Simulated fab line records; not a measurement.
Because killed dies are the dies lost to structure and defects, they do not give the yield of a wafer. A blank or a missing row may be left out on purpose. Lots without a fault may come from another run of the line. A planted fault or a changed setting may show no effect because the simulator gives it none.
fab line records	flow n5_finfet
[record] lots = 24	wafers = 72	last_day = 18
route steps=1938 shown SD_EPI_P@322 SD_ACTIVATION@331 HKMG_FIN@387
lots with no fault: from the same line, run without faults
start_h: hours from the record's first day to the start of the lot's first wafer shown	wait_h: time in hours since the lot's previous step	" same as the row above	L1.1+2: a single row standing in for several wafers	- either no value or no given start	* or withheld: withheld	< > ~ a bound
route shown NAME@n: a module of which the file shows steps, and the number in the route of the first	usual: mean and standard deviation over wafers with no fault	same: alike in all rows	chamber/n: place in a boat	sites: each site's reading	_std_site: the standard deviation of these	_edge_site: the outer-site mean with the inner-site mean subtracted	radius_mm: how far each site lies from the wafer's centre	mask NAME#n: copy n	behind: the tool/chamber that last shaped the wafer	hold: why the lot went on hold/how many hours it stayed there/how the hold came to an end	device: transistor that didn't switch, given as n, p or np	end of line: tests run on the same wafers once the route is complete	where a step has no rows: the recipe by itself	killed: not the wafer's yield, but the dies lost to structure and defects at the first sort	map: shows each die of a wafer: x if killed, . if not, _ if none is there
set.NAME: the setting as run; set.NAME@STEP: as run at that earlier step	model.NAME: the simulator's own value behind a step, which no gauge read
steps of the route over a sample of lots; a table a step, a row a wafer
services: a tool's chamber out of use, with start hour (start_h, from the record's first day; less than 0 if before it), hours out, and reason
[[steps]]
[step N5_SD_EPI_P_EPI_MEAS_23]
[recipe] mode = xrd
[usual] thk_nm = 61.0/1.2
lot.wafer	tool	chamber	start_h	wait_h	thk_nm
L074.3	film_metro-02	-	62.31	1.5	61.1
L074.4	"	-	"	"	63.2
L074.5	"	-	"	"	61.2
L075.1	film_metro-01	-	65.09	1.8	60.8
L075.3	"	-	"	"	62.3
L075.6	"	-	"	"	61.5
L076.1	film_metro-01	-	70.17	1.8	60.8
L076.3	"	-	"	"	61.2
L076.4	"	-	"	"	61.9
L077.1	film_metro-01	-	75.52	1.8	60.3
L077.3	"	-	"	"	60.9
L077.6	"	-	"	"	61.8
L078.1	film_metro-02	-	85.21	2.4	59.8
L078.4	"	-	"	"	61.6
L078.5	"	-	"	"	60.4
L079.1	film_metro-01	-	87.47	2.4	58.9
L079.4	"	-	"	"	60.5
L079.6	"	-	"	"	62.3
L080.1	film_metro-01	-	94.53	1.8	61.0
L080.3	"	-	"	"	61.6
L080.5	"	-	"	"	59.6
L081.1	film_metro-02	-	102.15	1.8	60.9
L081.2	"	-	"	"	61.3
L081.5	"	-	"	"	59.5
L082.1	film_metro-02	-	110.83	2.4	60.2
L082.5	"	-	"	"	60.0
L082.6	"	-	"	"	62.5
L083.4	film_metro-01	-	116.73	1.3	57.5
L083.5	"	-	"	"	59.8
L083.6	"	-	"	"	59.2
L084.2	film_metro-02	-	125.00	2.6	61.7
L084.4	"	-	"	"	60.3
L084.5	"	-	"	"	62.1
L085.2	film_metro-01	-	132.19	3.5	62.6
L085.4	"	-	"	"	60.4
L085.6	"	-	"	"	61.0
L086.1	film_metro-02	-	133.14	1.8	61.1
L086.2	"	-	"	"	62.0
L086.3	"	-	"	"	61.6
L087.1	film_metro-01	-	140.97	3.2	63.2
L087.2	"	-	"	"	60.4
L087.6	"	-	"	"	60.5
L088.1	film_metro-02	-	141.54	1.8	58.6
L088.4	"	-	"	"	57.6
L088.6	"	-	"	"	61.2
L089.2	film_metro-02	-	148.07	1.5	60.7
L089.3	"	-	"	"	60.1
L089.5	"	-	"	"	63.5
L090.3	film_metro-02	-	154.53	2.0	61.3
L090.4	"	-	"	"	61.3
L090.5	"	-	"	"	61.2
L091.2	film_metro-02	-	161.92	3.5	62.7
L091.4	"	-	"	"	59.6
L091.6	"	-	"	"	61.5
L092.2	film_metro-01	-	165.49	1.5	62.5
L092.3	"	-	"	"	61.0
L092.5	"	-	"	"	61.7
L093.1	film_metro-02	-	176.82	2.4	60.0
L093.4	"	-	"	"	62.5
L093.6	"	-	"	"	61.0
L094.1	film_metro-02	-	176.95	1.8	59.8
L094.3	"	-	"	"	60.4
L094.4	"	-	"	"	60.6
L096.3	film_metro-02	-	189.12	1.1	61.3
L096.4	"	-	"	"	62.6
L096.5	"	-	"	"	60.9
L095.2	film_metro-02	-	189.63	2.0	60.4
L095.3	"	-	"	"	60.8
L095.4	"	-	"	"	60.0
L097.2	film_metro-02	-	199.21	2.0	61.4
L097.3	"	-	"	"	62.2
L097.4	"	-	"	"	61.4
[step N5_SD_ACTIVATION_LSA_01]
[recipe] temp_c = 1080	time_s = 0.0008	ambient = N2
[usual] wafer_temp_C_max = 1084.5/1.2
lot.wafer	tool	chamber	start_h	wait_h	wafer_temp_C_max
L074.3	laser_anneal-02	0	62.91	0.2	1084.0
L074.4	"	0	"	"	1083.7
L074.5	"	0	"	"	1084.2
L075.1	laser_anneal-02	0	65.49	0.2	1081.5
L075.3	"	0	"	"	1084.1
L075.6	"	0	"	"	1083.5
L076.1	laser_anneal-01	0	70.58	0.2	1084.6
L076.3	"	0	"	"	1085.5
L076.4	"	0	"	"	1085.7
L077.1	laser_anneal-02	0	75.94	0.2	1082.6
L077.3	"	0	"	"	1084.1
L077.6	"	0	"	"	1083.1
L078.1	laser_anneal-01	0	85.72	0.2	1086.0
L078.4	"	0	"	"	1084.9
L078.5	"	0	"	"	1084.8
L079.1	laser_anneal-02	0	88.05	0.3	1083.1
L079.4	"	0	"	"	1083.3
L079.6	"	0	"	"	1082.8
L080.1	laser_anneal-01	0	94.95	0.2	1084.4
L080.3	"	0	"	"	1085.7
L080.5	"	0	"	"	1085.3
L081.1	laser_anneal-02	0	102.57	0.2	1083.5
L081.2	"	0	"	"	1082.7
L081.5	"	0	"	"	1083.4
L082.1	laser_anneal-01	0	111.29	0.2	1085.9
L082.5	"	0	"	"	1085.1
L082.6	"	0	"	"	1084.6
L083.4	laser_anneal-02	0	117.22	0.2	1084.0
L083.5	"	0	"	"	1083.6
L083.6	"	0	"	"	1084.0
L084.2	laser_anneal-01	0	125.48	0.2	1085.8
L084.4	"	0	"	"	1086.1
L084.5	"	0	"	"	1085.4
L085.2	laser_anneal-02	0	132.65	0.2	1083.6
L085.4	"	0	"	"	1082.8
L085.6	"	0	"	"	1083.6
L086.1	laser_anneal-01	0	133.54	0.2	1085.7
L086.2	"	0	"	"	1085.9
L086.3	"	0	"	"	1086.5
L087.1	laser_anneal-02	0	141.43	0.2	1082.9
L087.2	"	0	"	"	1082.6
L087.6	"	0	"	"	1084.9
L088.1	laser_anneal-01	0	142.04	0.2	1084.6
L088.4	"	0	"	"	1086.5
L088.6	"	0	"	"	1084.5
L089.2	laser_anneal-02	0	148.56	0.2	1083.2
L089.3	"	0	"	"	1083.8
L089.5	"	0	"	"	1082.4
L090.3	laser_anneal-01	0	154.99	0.2	1084.6
L090.4	"	0	"	"	1085.3
L090.5	"	0	"	"	1083.9
L091.2	laser_anneal-02	0	162.40	0.2	1083.6
L091.4	"	0	"	"	1083.2
L091.6	"	0	"	"	1084.1
L092.2	laser_anneal-01	0	166.05	0.2	1083.5
L092.3	"	0	"	"	1085.3
L092.5	"	0	"	"	1085.3
L093.1	laser_anneal-02	0	177.22	0.2	1083.4
L093.4	"	0	"	"	1083.5
L093.6	"	0	"	"	1083.5
L094.1	laser_anneal-01	0	177.46	0.2	1086.5
L094.3	"	0	"	"	1085.2
L094.4	"	0	"	"	1084.2
L096.3	laser_anneal-01	0	189.66	0.2	1085.3
L096.4	"	0	"	"	1085.2
L096.5	"	0	"	"	1087.6
L095.2	laser_anneal-01	0	190.42	0.2	1084.0
L095.3	"	0	"	"	1084.9
L095.4	"	0	"	"	1085.3
L097.2	laser_anneal-01	0	199.64	0.2	1086.6
L097.3	"	0	"	"	1085.7
L097.4	"	0	"	"	1084.8
[step N5_SD_ACTIVATION_RS_MEAS_03]
[recipe] thk_meas_gauge = four-point-probe
[usual] RS_SD_N = 21.92/0.28	RS_SD_P = 56.0/0.9
lot.wafer	tool	chamber	start_h	wait_h	RS_SD_N[ohm/sq]	RS_SD_P[ohm/sq]
L074.3	film_metro-01	-	63.09	0.2	21.79	54.9
L074.4	"	-	"	"	21.53	55.2
L074.5	"	-	"	"	21.81	55.3
L075.1	film_metro-01	-	65.70	0.2	21.71	55.7
L075.3	"	-	"	"	22.06	55.7
L075.6	"	-	"	"	21.85	56.1
L076.1	film_metro-01	-	70.79	0.2	21.90	55.4
L076.3	"	-	"	"	21.95	56.7
L076.4	"	-	"	"	21.98	55.0
L077.1	film_metro-01	-	76.16	0.2	22.24	56.5
L077.3	"	-	"	"	22.22	56.8
L077.6	"	-	"	"	21.97	55.9
L078.1	film_metro-01	-	85.93	0.2	21.77	56.0
L078.4	"	-	"	"	21.87	56.3
L078.5	"	-	"	"	21.79	57.2
L079.1	film_metro-01	-	88.26	0.2	22.14	56.7
L079.4	"	-	"	"	22.06	56.9
L079.6	"	-	"	"	22.27	54.6
L080.1	film_metro-01	-	95.15	0.2	21.59	55.9
L080.3	"	-	"	"	21.59	56.0
L080.5	"	-	"	"	21.73	56.8
L081.1	film_metro-01	-	102.77	0.2	21.95	57.8
L081.2	"	-	"	"	22.05	56.8
L081.5	"	-	"	"	21.92	57.6
L082.1	film_metro-01	-	111.50	0.2	21.60	55.7
L082.5	"	-	"	"	21.79	55.2
L082.6	"	-	"	"	22.04	55.3
L083.4	film_metro-02	-	117.39	0.1	21.53	57.4
L083.5	"	-	"	"	21.62	56.8
L083.6	"	-	"	"	21.72	57.1
L084.2	film_metro-02	-	125.67	0.2	22.37	54.1
L084.4	"	-	"	"	22.15	54.8
L084.5	"	-	"	"	22.26	54.9
L085.2	film_metro-01	-	132.84	0.2	22.01	54.2
L085.4	"	-	"	"	22.29	54.4
L085.6	"	-	"	"	22.02	54.5
L086.1	film_metro-01	-	133.74	0.2	21.51	56.9
L086.2	"	-	"	"	21.72	56.1
L086.3	"	-	"	"	21.40	55.7
L087.1	film_metro-01	-	141.63	0.2	21.97	54.2
L087.2	"	-	"	"	21.68	55.4
L087.6	"	-	"	"	21.40	54.6
L088.1	film_metro-02	-	142.25	0.2	21.56	57.6
L088.4	"	-	"	"	22.16	56.5
L088.6	"	-	"	"	22.01	55.8
L089.2	film_metro-02	-	148.75	0.2	21.51	55.4
L089.3	"	-	"	"	21.92	55.9
L089.5	"	-	"	"	21.44	56.0
L090.3	film_metro-01	-	155.17	0.2	22.02	57.1
L090.4	"	-	"	"	22.04	56.6
L090.5	"	-	"	"	21.95	55.7
L091.2	film_metro-02	-	162.60	0.2	21.87	55.9
L091.4	"	-	"	"	21.96	56.7
L091.6	"	-	"	"	21.97	57.3
L092.2	film_metro-02	-	166.24	0.2	22.07	56.0
L092.3	"	-	"	"	21.73	56.4
L092.5	"	-	"	"	22.13	56.2
L093.1	film_metro-02	-	177.42	0.2	22.18	55.7
L093.4	"	-	"	"	22.41	55.4
L093.6	"	-	"	"	22.39	55.3
L094.1	film_metro-01	-	177.66	0.2	22.42	56.0
L094.3	"	-	"	"	22.21	56.0
L094.4	"	-	"	"	22.17	56.1
L096.3	film_metro-02	-	189.85	0.2	21.90	55.8
L096.4	"	-	"	"	22.39	55.1
L096.5	"	-	"	"	22.35	55.4
L095.2	film_metro-02	-	190.61	0.2	21.76	56.6
L095.3	"	-	"	"	22.07	56.7
L095.4	"	-	"	"	21.66	56.4
L097.2	film_metro-01	-	199.83	0.2	22.35	54.8
L097.3	"	-	"	"	22.13	55.2
L097.4	"	-	"	"	22.06	54.9
[step N5_HKMG_FIN_HK_ANNEAL_02]
[recipe] temp_c = 700	time_s = 30	ambient = N2	idle_temp_c = 600	ramp_up_c_per_s = 150	ramp_down_c_per_s = 60	cool_to_c = 600
[usual] lamp_power_pct = 8.80/0.057	wafer_temp_C_max = 703.0/0.71
lot.wafer	tool	chamber	start_h	wait_h	lamp_power_pct	wafer_temp_C_max
L074.3	rtp_anneal-02	0	75.35	0.2	8.74	703.7
L074.4	"	0	"	"	8.80	702.1
L074.5	"	0	"	"	8.82	704.8
L075.1	rtp_anneal-01	0	79.46	0.1	8.76	703.3
L075.3	"	0	"	"	8.79	702.9
L075.6	"	0	"	"	8.81	703.6
L076.1	rtp_anneal-02	0	84.66	0.2	8.73	702.7
L076.3	"	0	"	"	8.81	704.5
L076.4	"	0	"	"	8.79	702.5
L077.1	rtp_anneal-02	0	87.90	0.1	8.67	703.3
L077.3	"	0	"	"	8.76	703.3
L077.6	"	0	"	"	8.83	703.1
L078.1	rtp_anneal-01	0	102.46	0.2	8.85	703.1
L078.4	"	0	"	"	8.73	702.3
L078.5	"	0	"	"	8.85	702.0
L079.1	rtp_anneal-01	0	103.78	0.1	8.94	703.2
L079.4	"	0	"	"	8.79	702.6
L079.6	"	0	"	"	8.79	702.6
L080.1	rtp_anneal-01	0	108.45	0.1	8.76	703.4
L080.3	"	0	"	"	8.77	702.7
L080.5	"	0	"	"	8.77	702.2
L081.1	rtp_anneal-02	0	114.58	0.1	8.78	702.8
L081.2	"	0	"	"	8.74	702.0
L081.5	"	0	"	"	8.79	701.7
L082.1	rtp_anneal-02	0	124.15	0.3	8.79	702.7
L082.5	"	0	"	"	8.90	703.2
L082.6	"	0	"	"	8.73	701.8
L083.4	rtp_anneal-02	0	129.91	0.3	8.76	702.7
L083.5	"	0	"	"	8.81	702.6
L083.6	"	0	"	"	8.79	703.5
L084.2	rtp_anneal-02	0	137.78	0.2	8.81	703.7
L084.4	"	0	"	"	8.82	703.8
L084.5	"	0	"	"	8.82	703.4
L085.2	rtp_anneal-02	0	144.87	0.1	8.71	702.8
L085.4	"	0	"	"	8.77	703.2
L085.6	"	0	"	"	8.92	703.1
L086.1	rtp_anneal-01	0	146.48	0.3	8.74	703.6
L086.2	"	0	"	"	8.83	702.8
L086.3	"	0	"	"	8.82	702.7
L087.1	rtp_anneal-01	0	153.52	0.1	8.79	703.0
L087.2	"	0	"	"	8.76	702.7
L087.6	"	0	"	"	8.76	704.1
L088.1	rtp_anneal-01	0	154.76	0.1	8.84	703.0
L088.4	"	0	"	"	8.77	703.2
L088.6	"	0	"	"	8.85	703.7
L089.2	rtp_anneal-01	0	160.82	0.1	8.75	701.9
L089.3	"	0	"	"	8.83	703.9
L089.5	"	0	"	"	8.81	702.9
L090.3	rtp_anneal-02	0	167.28	0.2	8.86	702.7
L090.4	"	0	"	"	8.68	702.3
L090.5	"	0	"	"	8.72	703.7
L091.2	rtp_anneal-02	0	174.54	0.1	8.83	703.5
L091.4	"	0	"	"	8.86	704.0
L091.6	"	0	"	"	8.78	703.0
L092.2	rtp_anneal-02	0	179.07	0.1	8.83	703.9
L092.3	"	0	"	"	8.76	703.9
L092.5	"	0	"	"	8.83	704.2
L093.1	rtp_anneal-02	0	189.85	0.1	8.88	702.8
L093.4	"	0	"	"	8.86	703.8
L093.6	"	0	"	"	8.82	703.4
L094.1	rtp_anneal-01	0	190.77	0.1	8.78	704.8
L094.3	"	0	"	"	8.87	703.6
L094.4	"	0	"	"	8.80	702.7
L095.2	rtp_anneal-01	0	202.64	0.1	8.84	702.5
L095.3	"	0	"	"	8.85	701.8
L095.4	"	0	"	"	8.78	702.6
L096.3	rtp_anneal-02	0	203.26	0.3	8.86	702.3
L096.4	"	0	"	"	8.76	702.6
L096.5	"	0	"	"	8.82	702.4
L097.2	rtp_anneal-01	0	214.75	0.1	8.80	703.3
L097.3	"	0	"	"	8.72	703.2
L097.4	"	0	"	"	8.79	703.3
[step N5_HKMG_FIN_CVD_62]
[recipe] material = a-Si	target_thk_a = 30	temp_c = 500	precursor = Si2H6	pressure_torr = 1	time_s = 20.8
[usual] chamber_pressure_Torr = 0.9998/0.0022	heater_power_w = 1415/82
lot.wafer	tool	chamber	start_h	wait_h	chamber_pressure_Torr	heater_power_w
L074.3	thermal_cvd_si-01	0	77.89	0.2	1.0011	1302
L074.4	"	2	"	"	0.9983	1416
L074.5	"	1	"	"	1.0019	1519
L075.1	thermal_cvd_si-02	0	82.59	0.2	0.9964	1339
L075.3	"	1	"	"	0.9992	1455
L075.6	"	0	"	"	0.9952	1353
L076.1	thermal_cvd_si-01	2	87.25	0.2	0.9990	1344
L076.3	"	1	"	"	0.9986	1601
L076.4	"	2	"	"	0.9969	1414
L077.1	thermal_cvd_si-02	2	90.47	0.2	0.9966	1450
L077.3	"	1	"	"	0.9969	1428
L077.6	"	1	"	"	0.9936	1417
L078.1	thermal_cvd_si-01	2	105.03	0.2	0.9995	1360
L078.4	"	1	"	"	0.9973	1576
L078.5	"	2	"	"	1.0016	1394
L079.1	thermal_cvd_si-02	2	106.24	0.2	0.9998	1436
L079.4	"	2	"	"	1.0032	1423
L079.6	"	0	"	"	1.0000	1384
L080.1	thermal_cvd_si-01	2	111.02	0.2	1.0021	1412
L080.3	"	0	"	"	0.9984	1267
L080.5	"	0	"	"	1.0007	1289
L081.1	thermal_cvd_si-02	0	117.05	0.2	1.0047	1374
L081.2	"	1	"	"	0.9969	1440
L081.5	"	2	"	"	0.9972	1416
L082.1	thermal_cvd_si-01	1	126.73	0.2	0.9988	1511
L082.5	"	1	"	"	1.0004	1589
L082.6	"	2	"	"	1.0001	1400
L083.4	thermal_cvd_si-02	1	132.61	0.2	0.9981	1429
L083.5	"	0	"	"	0.9983	1366
L083.6	"	2	"	"	1.0007	1437
L084.2	thermal_cvd_si-01	0	140.33	0.2	1.0008	1295
L084.4	"	1	"	"	0.9972	1529
L084.5	"	0	"	"	1.0048	1316
L085.2	thermal_cvd_si-02	0	147.43	0.2	0.9949	1366
L085.4	"	1	"	"	0.9954	1453
L085.6	"	0	"	"	0.9955	1359
L086.1	thermal_cvd_si-01	2	149.08	0.2	1.0004	1404
L086.2	"	0	"	"	0.9998	1302
L086.3	"	1	"	"	0.9980	1550
L087.1	thermal_cvd_si-02	2	156.48	0.2	0.9996	1433
L087.2	"	0	"	"	1.0020	1390
L087.6	"	0	"	"	0.9996	1405
L088.1	thermal_cvd_si-01	0	157.39	0.2	1.0005	1285
L088.4	"	2	"	"	1.0028	1391
L088.6	"	0	"	"	1.0001	1286
L089.2	thermal_cvd_si-02	0	163.37	0.2	0.9991	1395
L089.3	"	1	"	"	1.0007	1463
L089.5	"	2	"	"	0.9994	1430
L090.3	thermal_cvd_si-01	2	169.81	0.2	1.0035	1404
L090.4	"	2	"	"	1.0025	1396
L090.5	"	1	"	"	1.0036	1573
L091.2	thermal_cvd_si-02	1	176.97	0.2	0.9993	1484
L091.4	"	2	"	"	0.9994	1459
L091.6	"	1	"	"	1.0041	1467
L092.2	thermal_cvd_si-01	2	181.49	0.2	0.9991	1397
L092.3	"	1	"	"	1.0021	1543
L092.5	"	0	"	"	1.0031	1325
L093.1	thermal_cvd_si-02	1	192.60	0.2	0.9983	1450
L093.4	"	2	"	"	1.0007	1435
L093.6	"	1	"	"	1.0020	1459
L094.1	thermal_cvd_si-01	2	193.90	0.2	1.0017	1405
L094.3	"	1	"	"	1.0031	1564
L094.4	"	0	"	"	1.0005	1322
L095.2	thermal_cvd_si-02	0	205.74	0.2	1.0023	1388
L095.3	"	2	"	"	1.0018	1418
L095.4	"	2	"	"	1.0045	1432
L096.3	thermal_cvd_si-01	1	206.63	0.2	0.9990	1513
L096.4	"	2	"	"	0.9965	1379
L096.5	"	1	"	"	0.9997	1565
L097.2	thermal_cvd_si-01	0	217.19	0.2	1.0032	1321
L097.3	"	2	"	"	1.0010	1367
L097.4	"	1	"	"	0.9997	1554
[step N5_HKMG_FIN_ETCH_86]
[recipe] chemistry = N2/H2	target = SOC	target_depth_a = 3932	stop_on = TiN	ion_energy_ev = 100	bias_w = 61	pressure_mtorr = 30	source_w = 850	n2_flow_sccm = 200	h2_flow_sccm = 200
[usual] drypump_motor_current_A = 5.5/0.45	h2_flow_sccm = 200.0/0.64	oes_product_au = 0.78/0.099	rf_vpp_V = 241.1/1.6	showerhead_plenum_p_Torr = 2.57/0.1	throttle_valve_pct = 17.91/0.28
lot.wafer	tool	chamber	start_h	wait_h	drypump_motor_current_A	h2_flow_sccm	oes_product_au	rf_hours_counter_h	rf_vpp_V	showerhead_plenum_p_Torr	throttle_valve_pct
L074.3	rie_diel-06	3	80.73	-	5.7	199.8	0.98	1	243.6	2.71	17.61
L074.4	"	0	"	"	5.8	199.8	0.71	198	240.2	2.53	18.22
L074.5	"	1	"	"	5.9	200.5	0.69	-	238.1	2.41	18.47
L075.1	rie_diel-02	3	85.80	-	5.8	200.3	0.70	201	240.1	2.52	17.85
L075.3	"	1	"	"	6.6	199.8	0.83	56	242.2	2.70	17.54
L075.6	"	0	"	"	6.3	200.6	0.76	-	241.2	2.54	17.52
L076.1	rie_diel-06	2	90.32	-	5.1	200.4	0.73	160	238.9	2.43	18.13
L076.3	"	0	"	"	5.8	199.9	0.70	202	240.5	2.52	18.23
L076.4	"	1	"	"	5.9	200.4	0.68	224	239.1	2.41	18.49
L077.1	rie_diel-05	3	93.43	-	4.9	199.8	0.72	163	241.6	2.66	17.87
L077.3	"	0	"	"	5.9	199.5	0.66	249	242.7	2.49	17.88
L077.6	"	0	"	"	5.9	200.1	0.66	-	239.7	2.49	17.87
L078.1	rie_diel-05	2	108.06	-	5.6	200.6	0.67	246	237.9	2.40	18.04
L078.4	"	3	"	"	4.8	199.6	0.72	-	244.0	2.65	17.88
L078.5	"	2	"	"	5.5	200.3	0.67	-	240.9	2.40	18.02
L079.1	rie_diel-05	2	109.34	-	5.5	200.0	0.68	247	240.0	2.40	18.02
L079.4	"	3	"	"	4.8	199.6	0.72	-	241.5	2.65	17.88
L079.6	"	1	"	"	5.2	199.6	0.85	-	241.4	2.59	18.05
L080.1	rie_diel-05	3	113.98	-	4.9	200.6	0.71	170	241.8	2.65	17.90
L080.3	"	1	"	"	5.2	199.5	0.85	51	240.3	2.59	18.06
L080.5	"	2	"	"	5.5	200.3	0.67	-	237.6	2.40	18.04
L081.1	rie_diel-06	0	120.12	-	5.8	200.8	0.69	210	242.0	2.52	18.24
L081.2	"	1	"	"	5.9	200.8	0.68	231	239.1	2.41	18.49
L081.5	"	0	"	"	5.8	200.4	0.69	-	242.3	2.52	18.24
L082.1	rie_diel-05	0	129.57	-	5.9	200.2	0.95	5	239.8	2.49	17.44
L082.5	"	1	"	"	5.2	200.7	0.84	-	243.2	2.59	18.07
L082.6	"	3	"	"	4.9	199.9	0.71	-	241.8	2.65	17.90
L083.4	rie_diel-05	3	135.58	-	4.8	199.9	0.71	-	242.1	2.65	17.89
L083.5	"	1	"	"	5.2	200.4	0.84	-	241.2	2.59	18.08
L083.6	"	0	"	"	5.9	199.6	0.95	-	240.3	2.49	17.42
L084.2	rie_diel-05	2	143.48	-	5.6	200.0	0.95	2	243.0	2.72	17.57
L084.4	"	3	"	"	4.8	200.3	0.71	182	240.3	2.65	17.91
L084.5	"	2	"	"	5.5	199.5	0.94	-	244.5	2.72	17.58
L085.2	rie_diel-05	1	150.52	-	5.2	200.1	0.83	66	241.4	2.59	18.07
L085.4	"	3	"	"	4.9	200.7	0.70	-	240.5	2.65	17.92
L085.6	"	1	"	"	5.2	200.1	0.84	-	243.6	2.59	18.10
L086.1	rie_diel-06	2	152.44	-	5.1	198.7	0.73	173	240.3	2.43	18.16
L086.2	"	0	"	"	5.8	200.2	0.68	223	239.8	2.52	18.26
L086.3	"	3	"	"	5.8	201.6	0.88	25	242.2	2.70	17.64
L087.1	rie_diel-02	3	159.46	-	5.7	200.5	0.68	226	239.9	2.51	17.89
L087.2	"	2	"	"	5.9	198.8	0.73	184	242.5	2.64	17.79
L087.6	"	0	"	"	6.4	199.9	0.74	-	241.1	2.53	17.56
L088.1	rie_diel-05	0	160.86	-	5.9	200.1	0.91	19	240.0	2.48	17.45
L088.4	"	3	"	"	4.9	199.0	0.70	191	242.3	2.64	17.91
L088.6	"	3	"	"	4.9	199.9	0.70	-	242.6	2.64	17.92
L089.2	rie_diel-02	3	166.23	-	5.8	200.6	0.68	229	238.9	2.51	17.92
L089.3	"	0	"	"	6.4	200.6	0.75	169	241.0	2.53	17.57
L089.5	"	3	"	"	5.8	200.3	0.67	-	240.5	2.51	17.90
L090.3	rie_diel-05	2	173.26	-	5.6	199.5	0.91	9	244.5	2.72	17.56
L090.4	"	0	"	"	5.9	199.7	0.90	23	240.3	2.48	17.47
L090.5	"	0	"	"	5.9	199.3	0.91	-	238.9	2.48	17.45
L091.2	rie_diel-02	3	179.90	-	5.8	200.0	0.67	234	240.2	2.51	17.91
L091.4	"	0	"	"	6.4	199.5	0.73	174	241.1	2.53	17.59
L091.6	"	2	"	"	5.9	198.5	0.72	-	243.0	2.63	17.80
L092.2	rie_diel-06	1	184.40	-	5.9	199.6	0.99	1	242.1	2.72	18.10
L092.3	"	2	"	"	5.1	199.2	0.72	186	238.3	2.42	18.17
L092.5	"	2	"	"	5.1	198.6	0.71	-	239.6	2.42	18.19
L093.1	rie_diel-06	1	195.57	-	5.9	199.5	0.97	5	243.3	2.72	18.08
L093.4	"	0	"	"	5.8	200.1	0.67	240	240.5	2.51	18.30
L093.6	"	2	"	"	5.1	200.8	0.71	-	240.0	2.42	18.20
L094.1	rie_diel-05	3	196.91	-	4.8	200.1	0.70	203	241.3	2.64	17.94
L094.3	"	0	"	"	5.9	200.7	0.88	32	241.7	2.48	17.49
L094.4	"	2	"	"	5.5	199.7	0.89	17	242.7	2.71	17.59
L095.2	rie_diel-05	0	208.61	-	5.9	200.9	0.89	36	239.0	2.48	17.49
L095.3	"	1	"	"	5.2	199.1	0.81	88	242.1	2.58	18.11
L095.4	"	2	"	"	5.6	199.0	0.88	22	242.6	2.71	17.59
L096.3	rie_diel-06	3	210.00	-	5.8	200.3	0.85	48	243.5	2.69	17.68
L096.4	"	2	"	"	5.1	199.5	0.71	-	240.4	2.42	18.21
L096.5	"	3	"	"	5.7	200.3	0.85	-	241.1	2.69	17.70
L097.2	rie_diel-06	3	220.30	-	5.8	198.7	0.85	53	242.9	2.69	17.71
L097.3	"	1	"	"	5.9	199.0	0.93	17	243.8	2.71	18.13
L097.4	"	2	"	"	5.1	199.6	0.70	202	237.2	2.42	18.20
[[services]]
tool	chamber	start_h	hours	kind
rie_diel-05	1	40.94	2.4	repair
rie_diel-06	3	40.94	4.9	repair
laser_anneal-01	-	52.72	2.1	pm
rie_diel-05	2	52.94	3.9	repair
rie_diel-06	0	52.95	4.0	repair
laser_anneal-02	-	57.41	3.3	repair
laser_anneal-01	-	61.39	7.6	pm
rie_diel-06	0	71.63	6.5	repair
rie_diel-02	-	77.79	0.1	repair
rie_diel-02	-	80.40	2.8	pm
rie_diel-05	3	85.44	2.8	repair
laser_anneal-02	-	85.76	1.3	pm
rie_diel-05	0	97.85	-	clean
rie_diel-05	0	97.85	-	consumable_replace:focus_ring
rie_diel-05	0	97.85	20.0	scheduled_down
rie_diel-05	0	97.85	20.0	vent_cycle
rie_diel-06	1	99.50	6.9	repair
rie_diel-05	2	118.45	-	clean
rie_diel-05	2	118.45	-	consumable_replace:focus_ring
rie_diel-05	2	118.45	-	consumable_replace:showerhead
laser_anneal-02	-	123.21	7.3	pm
thermal_cvd_si-02	2	141.63	7.3	repair
laser_anneal-02	-	186.35	17.5	pm
rie_diel-06	0	200.31	15.8	repair
[[key]]
fault none
